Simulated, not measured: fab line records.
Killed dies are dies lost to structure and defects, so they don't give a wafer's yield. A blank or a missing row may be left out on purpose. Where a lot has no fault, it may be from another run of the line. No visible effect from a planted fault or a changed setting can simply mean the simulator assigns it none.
Which of the tools did it? || flow nand-harc || 39 wafers from 13 lots sampled at 5 of the route's 1159 steps

WHAT EACH GAUGE READ, for each wafer
NHARC_A_BLC_CD_MEAS_10 targets a cd of 100 nm. Usual: cd-nm at 99.9 nm, with a standard deviation of 0.61.
{"lot": "L678", "measured": "day 17 18:10", "on": "cd-sem-02", "cd-nm (nm)": "100.3 99.7 100.4", "flag": ""}
{"lot": "L677", "measured": "day 17 18:35", "on": "cd-sem-02", "cd-nm (nm)": "99.5 99.0 100.4", "flag": ""}
{"lot": "L679", "measured": "day 18 11:38", "on": "cd-sem-01", "cd-nm (nm)": "99.6 99.6 99.1", "flag": ""}
{"lot": "L681", "measured": "day 18 12:25", "on": "cd-sem-02", "cd-nm (nm)": "99.3 99.7 99.9", "flag": ""}
{"lot": "L680", "measured": "day 18 20:17", "on": "cd-sem-02", "cd-nm (nm)": "100.3 100.7 100.6", "flag": ""}
{"lot": "L682", "measured": "day 19 10:56", "on": "cd-sem-01", "cd-nm (nm)": "99.2 99.4 100.5", "flag": ""}
{"lot": "L689", "measured": "day 20 04:51", "on": "cd-sem-02", "cd-nm (nm)": "101.0 101.4 101.0", "flag": ""}
{"lot": "L688", "measured": "day 20 08:53", "on": "cd-sem-02", "cd-nm (nm)": "100.1 100.3 99.8", "flag": ""}
{"lot": "L693", "measured": "day 21 11:32", "on": "cd-sem-03", "cd-nm (nm)": "99.8 100.1 100.2", "flag": ""}
{"lot": "L696", "measured": "day 21 22:42", "on": "cd-sem-03", "cd-nm (nm)": "100.1 99.1 99.4", "flag": ""}
{"lot": "L697", "measured": "day 22 02:46", "on": "cd-sem-02", "cd-nm (nm)": "100.4 100.7 100.6", "flag": ""}
{"lot": "L698", "measured": "day 22 03:57", "on": "cd-sem-03", "cd-nm (nm)": "99.9 99.1 99.9", "flag": ""}
{"lot": "L699", "measured": "day 23 11:33", "on": "cd-sem-01", "cd-nm (nm)": "99.2 99.0 99.0", "flag": ""}

NHARC_A_BLC_OVL_MEAS_11. Usual: overlay-x-nm 0.1 nm, standard deviation 0.9; overlay-y-nm 0.1 nm, standard deviation 0.79.
{"lot": "L678", "measured": "day 17 18:15", "on": "overlay-01", "overlay-x-nm (nm)": "0.2 0.3 0.0", "overlay-y-nm (nm)": "0.7 1.0 0.8", "flag": ""}
{"lot": "L677", "measured": "day 17 18:40", "on": "overlay-02", "overlay-x-nm (nm)": "1.0 0.9 1.2", "overlay-y-nm (nm)": "1.1 0.7 1.0", "flag": ""}
{"lot": "L679", "measured": "day 18 11:43", "on": "overlay-01", "overlay-x-nm (nm)": "-0.1 0.2 0.1", "overlay-y-nm (nm)": "0.4 0.3 0.2", "flag": ""}
{"lot": "L681", "measured": "day 18 12:30", "on": "overlay-02", "overlay-x-nm (nm)": "0.2 0.2 -0.1", "overlay-y-nm (nm)": "0.2 0.3 0.6", "flag": ""}
{"lot": "L680", "measured": "day 18 20:22", "on": "overlay-02", "overlay-x-nm (nm)": "0.6 0.7 0.4", "overlay-y-nm (nm)": "-1.3 -0.5 -0.5", "flag": ""}
{"lot": "L682", "measured": "day 19 11:01", "on": "overlay-02", "overlay-x-nm (nm)": "-0.6 -0.9 -1.1", "overlay-y-nm (nm)": "1.0 0.7 0.5", "flag": ""}
{"lot": "L689", "measured": "day 20 04:56", "on": "overlay-01", "overlay-x-nm (nm)": "0.2 0.0 0.3", "overlay-y-nm (nm)": "-1.3 -1.1 -0.8", "flag": ""}
{"lot": "L688", "measured": "day 20 08:59", "on": "overlay-01", "overlay-x-nm (nm)": "0.0 0.0 0.6", "overlay-y-nm (nm)": "-0.1 -0.3 -0.3", "flag": ""}
{"lot": "L693", "measured": "day 21 11:38", "on": "overlay-01", "overlay-x-nm (nm)": "-1.9 -2.4 -1.6", "overlay-y-nm (nm)": "0.3 0.1 -0.1", "flag": ""}
{"lot": "L696", "measured": "day 21 22:47", "on": "overlay-02", "overlay-x-nm (nm)": "0.9 0.6 0.7", "overlay-y-nm (nm)": "-0.4 0.4 0.1", "flag": ""}
{"lot": "L697", "measured": "day 22 02:52", "on": "overlay-01", "overlay-x-nm (nm)": "0.2 0.3 0.6", "overlay-y-nm (nm)": "0.4 0.8 0.4", "flag": ""}
{"lot": "L698", "measured": "day 22 04:02", "on": "overlay-02", "overlay-x-nm (nm)": "-0.4 -0.9 -0.5", "overlay-y-nm (nm)": "-1.6 -1.6 -2.1", "flag": ""}
{"lot": "L699", "measured": "day 23 11:38", "on": "overlay-01", "overlay-x-nm (nm)": "1.5 1.3 0.8", "overlay-y-nm (nm)": "1.0 1.3 1.4", "flag": ""}

NHARC_END_SORT_01. Usual: killed-at-array 25, standard deviation 9.2; killed-at-other 0.8, standard deviation 1.2; killed-at-periphery 3.9, standard deviation 2.6; killed-dies 30, standard deviation 9.7; killed-open 3.4, standard deviation 1.9; killed-short 2.0, standard deviation 1.4.
{"lot": "L677", "measured": "day 19 19:23", "on": "prober-02", "killed-at-array": "14 19 11", "killed-at-other": "0 0 0", "killed-at-periphery": "4 3 3", "killed-dies": "18 22 14", "killed-open": "1 2 1", "killed-short": "0 3 0", "flag": ""}
{"lot": "L680", "measured": "day 20 19:39", "on": "prober-02", "killed-at-array": "27 35 38", "killed-at-other": "0 0 0", "killed-at-periphery": "5 6 8", "killed-dies": "32 41 46", "killed-open": "2 7 4", "killed-short": "3 1 1", "flag": ""}
{"lot": "L689", "measured": "day 22 04:17", "on": "prober-02", "killed-at-array": "23 18 669", "killed-at-other": "0 1 2", "killed-at-periphery": "3 3 6", "killed-dies": "26 22 677", "killed-open": "4 2 5", "killed-short": "2 1 2", "flag": "OFF"}
{"lot": "L688", "measured": "day 22 12:47", "on": "prober-01", "killed-at-array": "24 24 669", "killed-at-other": "0 0 1", "killed-at-periphery": "3 6 7", "killed-dies": "27 30 677", "killed-open": "5 2 3", "killed-short": "1 2 3", "flag": "OFF"}
{"lot": "L693", "measured": "day 23 16:43", "on": "prober-02", "killed-at-array": "19 19 10", "killed-at-other": "1 1 1", "killed-at-periphery": "3 2 3", "killed-dies": "23 22 14", "killed-open": "6 7 2", "killed-short": "2 3 1", "flag": ""}

WHAT TOOL EACH LOT RAN ON (gives the tool, then ch and the chambers of the sampled wafers, and finally the start)
{"lot": "L678", "NHARC_A_CONTACT_CVD_19": "cvd-w-02 ch 0,1, day 17 18:10 or earlier", "NHARC_A_BLC_ALD_23": "ald-metal-03 ch 0,2, day 17 20:19"}
{"lot": "L677", "NHARC_A_CONTACT_CVD_19": "cvd-w-01 ch 0,1, day 17 18:35 or earlier", "NHARC_A_BLC_ALD_23": "ald-metal-01 ch 0,1,3, day 17 20:36"}
{"lot": "L679", "NHARC_A_CONTACT_CVD_19": "cvd-w-02 ch 0,1, day 18 11:38 or earlier", "NHARC_A_BLC_ALD_23": "ald-metal-01 ch 0,2,3, day 18 13:38"}
{"lot": "L681", "NHARC_A_CONTACT_CVD_19": "cvd-w-02 ch 0,1, day 18 12:25 or earlier", "NHARC_A_BLC_ALD_23": "ald-metal-02 ch 1,2,3, day 18 14:26"}
{"lot": "L680", "NHARC_A_CONTACT_CVD_19": "cvd-w-02 ch 0,1, day 18 20:17 or earlier", "NHARC_A_BLC_ALD_23": "ald-metal-02 ch 1,2,3, day 18 22:24"}
{"lot": "L682", "NHARC_A_CONTACT_CVD_19": "cvd-w-01 ch 0,1, day 19 10:56 or earlier", "NHARC_A_BLC_ALD_23": "ald-metal-01 ch 0,2, day 19 12:56"}
{"lot": "L689", "NHARC_A_CONTACT_CVD_19": "cvd-w-02 ch 0, day 20 04:51 or earlier", "NHARC_A_BLC_ALD_23": "ald-metal-02 ch 0,1,2, day 20 07:01"}
{"lot": "L688", "NHARC_A_CONTACT_CVD_19": "cvd-w-02 ch 0,1, day 20 08:53 or earlier", "NHARC_A_BLC_ALD_23": "ald-metal-02 ch 0,1,2, day 20 10:58"}
{"lot": "L693", "NHARC_A_CONTACT_CVD_19": "cvd-w-02 ch 0,1, day 21 11:32 or earlier", "NHARC_A_BLC_ALD_23": "ald-metal-01 ch 0,1, day 21 13:33"}
{"lot": "L696", "NHARC_A_CONTACT_CVD_19": "cvd-w-01 ch 1, day 21 22:42 or earlier", "NHARC_A_BLC_ALD_23": "ald-metal-01 ch 0,1,2, day 22 00:53"}
{"lot": "L697", "NHARC_A_CONTACT_CVD_19": "cvd-w-02 ch 0,1, day 22 02:46 or earlier", "NHARC_A_BLC_ALD_23": "ald-metal-01 ch 0,1,2, day 22 04:51"}
{"lot": "L698", "NHARC_A_CONTACT_CVD_19": "cvd-w-02 ch 0,1, day 22 03:57 or earlier", "NHARC_A_BLC_ALD_23": "ald-metal-03 ch 0,1,3, day 22 06:08"}
{"lot": "L699", "NHARC_A_CONTACT_CVD_19": "cvd-w-02 ch 0,1, day 23 11:33 or earlier", "NHARC_A_BLC_ALD_23": "ald-metal-01 ch 0,2,3, day 23 13:34"}
- NHARC_A_CONTACT_CVD_19: deposits W, target thk 300 nm, time 802 s.
- NHARC_A_BLC_ALD_23: deposits TiN, target thk 3 nm, pulse time 1 s, ald cycles 150.

WHAT THE TOOLS THEMSELVES READ (means of the sampled wafers that have a number; where no wafer has one, the mark that the record gives instead)
NHARC_A_CONTACT_CVD_19. Usual: heater-power-outer-w 296 W, standard deviation 34; heater-power-w 519 W, standard deviation 44; susceptor-temp-C 299.99 C, standard deviation 0.2; throttle-valve-pct 8.3 %, standard deviation 0.42.
{"lot": "L678", "tool": "cvd-w-02", "heater-power-outer-w (W)": 303, "heater-power-w (W)": 517, "susceptor-temp-C (C)": 300.08, "throttle-valve-pct (%)": 8.4, "flag": ""}
{"lot": "L677", "tool": "cvd-w-01", "heater-power-outer-w (W)": 246, "heater-power-w (W)": 471, "susceptor-temp-C (C)": "-", "throttle-valve-pct (%)": 8.5, "flag": "OFF"}
{"lot": "L679", "tool": "cvd-w-02", "heater-power-outer-w (W)": 319, "heater-power-w (W)": 544, "susceptor-temp-C (C)": 299.92, "throttle-valve-pct (%)": 8.1, "flag": ""}
{"lot": "L681", "tool": "cvd-w-02", "heater-power-outer-w (W)": 302, "heater-power-w (W)": 514, "susceptor-temp-C (C)": 300.02, "throttle-valve-pct (%)": 8.5, "flag": ""}
{"lot": "L680", "tool": "cvd-w-02", "heater-power-outer-w (W)": 300, "heater-power-w (W)": 518, "susceptor-temp-C (C)": 299.98, "throttle-valve-pct (%)": 8.3, "flag": ""}
{"lot": "L682", "tool": "cvd-w-01", "heater-power-outer-w (W)": 244, "heater-power-w (W)": 467, "susceptor-temp-C (C)": 299.97, "throttle-valve-pct (%)": 8.4, "flag": ""}
{"lot": "L689", "tool": "cvd-w-02", "heater-power-outer-w (W)": 332, "heater-power-w (W)": 562, "susceptor-temp-C (C)": 299.74, "throttle-valve-pct (%)": 7.8, "flag": ""}
{"lot": "L688", "tool": "cvd-w-02", "heater-power-outer-w (W)": 316, "heater-power-w (W)": 547, "susceptor-temp-C (C)": "-", "throttle-valve-pct (%)": 8.1, "flag": "OFF"}
{"lot": "L693", "tool": "cvd-w-02", "heater-power-outer-w (W)": 323, "heater-power-w (W)": 545, "susceptor-temp-C (C)": 300.07, "throttle-valve-pct (%)": 8.1, "flag": ""}
{"lot": "L696", "tool": "cvd-w-01", "heater-power-outer-w (W)": 250, "heater-power-w (W)": 479, "susceptor-temp-C (C)": 299.77, "throttle-valve-pct (%)": 7.9, "flag": ""}
{"lot": "L697", "tool": "cvd-w-02", "heater-power-outer-w (W)": 322, "heater-power-w (W)": 541, "susceptor-temp-C (C)": 300.15, "throttle-valve-pct (%)": 8.0, "flag": ""}
{"lot": "L698", "tool": "cvd-w-02", "heater-power-outer-w (W)": 319, "heater-power-w (W)": 545, "susceptor-temp-C (C)": 300.17, "throttle-valve-pct (%)": 8.1, "flag": ""}
{"lot": "L699", "tool": "cvd-w-02", "heater-power-outer-w (W)": 319, "heater-power-w (W)": 546, "susceptor-temp-C (C)": 300.12, "throttle-valve-pct (%)": 8.1, "flag": ""}

NHARC_A_BLC_ALD_23. Usual: heater-power-outer-w 682 W, standard deviation 98; heater-power-w 1079 W, standard deviation 150; precursor-pulse-height-rel 1.000, standard deviation 0.019; susceptor-temp-C 449.96 C, standard deviation 0.24.
{"lot": "L678", "tool": "ald-metal-03", "heater-power-outer-w (W)": 567, "heater-power-w (W)": 935, "precursor-pulse-height-rel": 0.989, "susceptor-temp-C (C)": 449.67, "flag": ""}
{"lot": "L677", "tool": "ald-metal-01", "heater-power-outer-w (W)": 731, "heater-power-w (W)": 1071, "precursor-pulse-height-rel": 1.018, "susceptor-temp-C (C)": 450.08, "flag": ""}
{"lot": "L679", "tool": "ald-metal-01", "heater-power-outer-w (W)": 703, "heater-power-w (W)": 1055, "precursor-pulse-height-rel": 0.995, "susceptor-temp-C (C)": 449.95, "flag": ""}
{"lot": "L681", "tool": "ald-metal-02", "heater-power-outer-w (W)": 742, "heater-power-w (W)": 1213, "precursor-pulse-height-rel": 1.014, "susceptor-temp-C (C)": 449.87, "flag": ""}
{"lot": "L680", "tool": "ald-metal-02", "heater-power-outer-w (W)": 735, "heater-power-w (W)": 1218, "precursor-pulse-height-rel": 0.993, "susceptor-temp-C (C)": 449.99, "flag": ""}
{"lot": "L682", "tool": "ald-metal-01", "heater-power-outer-w (W)": 638, "heater-power-w (W)": 1012, "precursor-pulse-height-rel": 1.001, "susceptor-temp-C (C)": 449.80, "flag": ""}
{"lot": "L689", "tool": "ald-metal-02", "heater-power-outer-w (W)": 749, "heater-power-w (W)": 1210, "precursor-pulse-height-rel": 1.009, "susceptor-temp-C (C)": 449.89, "flag": ""}
{"lot": "L688", "tool": "ald-metal-02", "heater-power-outer-w (W)": 744, "heater-power-w (W)": 1224, "precursor-pulse-height-rel": 0.995, "susceptor-temp-C (C)": "-", "flag": "OFF"}
{"lot": "L693", "tool": "ald-metal-01", "heater-power-outer-w (W)": 675, "heater-power-w (W)": 1014, "precursor-pulse-height-rel": 0.998, "susceptor-temp-C (C)": 449.95, "flag": ""}
{"lot": "L696", "tool": "ald-metal-01", "heater-power-outer-w (W)": 705, "heater-power-w (W)": 1046, "precursor-pulse-height-rel": 1.012, "susceptor-temp-C (C)": 449.90, "flag": ""}
{"lot": "L697", "tool": "ald-metal-01", "heater-power-outer-w (W)": 704, "heater-power-w (W)": 1061, "precursor-pulse-height-rel": 1.002, "susceptor-temp-C (C)": 450.13, "flag": ""}
{"lot": "L698", "tool": "ald-metal-03", "heater-power-outer-w (W)": 611, "heater-power-w (W)": 1014, "precursor-pulse-height-rel": 1.005, "susceptor-temp-C (C)": 449.80, "flag": ""}
{"lot": "L699", "tool": "ald-metal-01", "heater-power-outer-w (W)": 687, "heater-power-w (W)": 1035, "precursor-pulse-height-rel": 1.006, "susceptor-temp-C (C)": 450.07, "flag": ""}

THE ANSWER, worked out from the rows above alone
Rule: lot off if the mean of its wafers having a number is beyond 3 standard deviations from the usual mean. Also off: a lot with no number at a reading for which 4 or more lots have one. Any other lot the step has rows for is counted as sound. Order of review: gauges by route order, followed by the tools' own readings, for which a lot's mean as printed above is used. At the first step where some lot is off, the reading lying furthest off is the one used; lots without a number count as furthest.
Off: L689, L688 (NHARC_END_SORT_01, killed-at-array). Neither off nor sound, because the step has no rows for them: L678, L679, L681, L682, L696, L697, L698, L699.
A tool fits if, at a process step before that reading, it ran every lot that is off, and no sound lot after the first of them. Gauges at NHARC_END_SORT_01: tried the same way as those tools. Because NHARC_A_CONTACT_CVD_19 lacks a start for some lots, the hours and order of its lots are taken from NHARC_A_BLC_CD_MEAS_10. One candidate fits, namely ald-metal-02 at NHARC_A_BLC_ALD_23. Its last sound lot is L680 (day 18 22:24), its first lot that is off L689 (day 20 07:01): a fault that began between those two fits.

WHAT HAD BEEN PUT IN BY THE SIMULATOR
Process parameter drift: ald-metal-02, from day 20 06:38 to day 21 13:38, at NHARC_A_BLC_ALD_23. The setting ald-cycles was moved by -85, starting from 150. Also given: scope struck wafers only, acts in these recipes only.
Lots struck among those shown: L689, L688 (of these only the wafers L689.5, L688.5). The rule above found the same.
